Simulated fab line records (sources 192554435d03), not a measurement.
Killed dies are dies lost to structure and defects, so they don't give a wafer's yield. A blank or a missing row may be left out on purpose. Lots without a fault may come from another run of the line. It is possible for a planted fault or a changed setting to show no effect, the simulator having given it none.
A struck lot beside a sound one / flow n5-finfet / 16 out of 1938 route steps
Sound: wafers L929.1, L929.3, L929.6. Struck: wafer L939.5; the same lot's L939.6 was not struck, so it is left out; see the end for the cause.
For every step that has rows: the tool of each side, followed by ch and its chambers, followed by its first start. Under that, the readings that differ: sound wafers / struck wafers / difference of the means / sigmas: that difference in standard deviations of wafers without a fault.
alike: words and numbers the same on both sides, and readings whose means are apart by under 2 such deviations; not compared: readings that were withheld, readings missing a value for some wafer, numbers with overlapping values and no deviation given by the record, and bounds like >300 which may hide the same value.
The two part at a step that has a row with sigmas, a row that says differs or no value, or rows on one side only. Numbers that have no deviation but don't overlap get no sigmas and don't part them. Lack of a reading on every wafer of one side parts them only where that side has two or more wafers.

first, 4 steps without rows for these wafers: N5_BEOL_M3_SOFTBAKE_23 (time 60 s); N5_BEOL_M3_EXPOSE_25 (exposes mask V2, defocus 5 nm); N5_BEOL_M3_PEB_26 (peb time 60 s); N5_BEOL_M3_DEVELOP_27 (develop time 30 s).
N5_BEOL_M3_CD_MEAS_28: target cd 25.7 nm, target cd y 23.3 nm.
  sound on cd-sem-01 ch 0, day 7 09:23; struck on cd-sem-02 ch 0, day 9 12:17
  alike: cd-nm
N5_BEOL_M3_OVL_MEAS_29:
  sound on overlay-01 ch 0, day 7 09:25; struck on overlay-02 ch 0, day 9 12:20
  alike: V2_OVL
N5_BEOL_M3_INSPECT_30: inspects for defects (brightfield).
  sound on defect-inspect-01, day 7 09:29; struck on defect-inspect-02, day 9 12:23
  alike: raw-defect-count
N5_BEOL_M3_DESCUM_33: chemistry O2, time 7 s.
  sound on rie-diel-03 ch 0,2, day 7 09:40; struck on rie-diel-06 ch 3, day 9 12:25
reading=showerhead-plenum-p-Torr (Torr); sound=2.16 2.05 2.05; struck=2.23; difference=+0.14; sigmas=+2
  alike: bias-power-w, drypump-motor-current-A, oes-product-au, rf-vpp-V, throttle-valve-pct
  not compared: rf-hours-counter-h
N5_BEOL_M3_ETCH_77: etches underlayer in N2/H2, target depth 6.5 nm, time 5.2 s.
  sound on rie-diel-03 ch 0,2, day 7 09:42; struck on rie-diel-06 ch 3, day 9 12:27
reading=showerhead-plenum-p-Torr (Torr); sound=2.58 2.51 2.51; struck=2.69; difference=+0.16; sigmas=+2
  alike: drypump-motor-current-A, etch-rf-on-time-s, oes-product-au, rf-vpp-V, throttle-valve-pct
  not compared: rf-hours-counter-h
N5_BEOL_M3_ETCH_69: etches SiARC in CF4, target depth 15.6 nm, time 26 s.
  sound on rie-diel-03 ch 0,2, day 7 09:43; struck on rie-diel-06 ch 3, day 9 12:29
reading=showerhead-plenum-p-Torr (Torr); sound=2.19 2.08 2.08; struck=2.26; difference=+0.14; sigmas=+2
  alike: drypump-motor-current-A, etch-rf-on-time-s, oes-product-au, rf-vpp-V, throttle-valve-pct
  not compared: rf-hours-counter-h
N5_BEOL_M3_ALD_98: deposits SiO2, target thk 2.5 nm, pulse time 1 s, co reactant pulse time 1 s.
  sound on ald-sin-03 ch 1,2,3, day 7 09:48; struck on ald-sin-04 ch 3, day 9 12:46
reading=precursor-pulse-height-rel; sound=0.958 0.984 0.965; struck=1.021; difference=+0.052; sigmas=+2
  alike: heater-power-w, susceptor-temp-C
N5_BEOL_M3_ETCHBACK_99: etches SiO2 in CHF3, target depth 5 nm, time 10.4 s.
  sound on rie-diel-02 ch 0,1,3, day 7 10:18; struck on rie-diel-06 ch 0, day 9 17:25
  alike: drypump-motor-current-A, oes_f_703_au, oes-product-au, rf-vpp-V, showerhead-plenum-p-Torr, throttle-valve-pct
  not compared: rf-hours-counter-h
N5_BEOL_M3_ETCH_70: etches SOC in N2/H2, target depth 80 nm, overetch 16 nm, time 120 s.
  sound on rie-diel-02 ch 0,1,3, day 7 10:20; struck on rie-diel-06 ch 0, day 9 17:29
reading=model.SiARC_of_BEOL_M3_COAT_68.thk-nm (nm); sound=6.6 6.2 6.6; struck=8; difference=+2; sigmas=
  alike: drypump-motor-current-A, oes-product-au, rf-vpp-V, showerhead-plenum-p-Torr, throttle-valve-pct
  not compared: rf-hours-counter-h
then, 1 step without rows for these wafers: N5_BEOL_M3_STRIP_71 (strips in N2/H2).
N5_BEOL_M4_RC_MEAS_101:
  sound on prober-01 ch 0, day 8 06:16; struck on prober-01 ch 0, day 10 05:54
  alike: DIBL_N, DIBL_P, IOFF_N, IOFF_P, ION_N, ION_P, SS_N, SS_P, VT_N, VT_P
next, for these wafers, 1 step has no rows: N5_PASSIVATION_PROBE_49.

## WHERE THEY PART
First at N5_BEOL_M3_DESCUM_33; last, within this record, at N5_BEOL_M3_ALD_98. Later steps at which nothing parts them and some readings are alike: N5_BEOL_M3_ETCHBACK_99, N5_BEOL_M3_ETCH_70, N5_BEOL_M4_RC_MEAS_101.

WHY: whatever the simulator had introduced
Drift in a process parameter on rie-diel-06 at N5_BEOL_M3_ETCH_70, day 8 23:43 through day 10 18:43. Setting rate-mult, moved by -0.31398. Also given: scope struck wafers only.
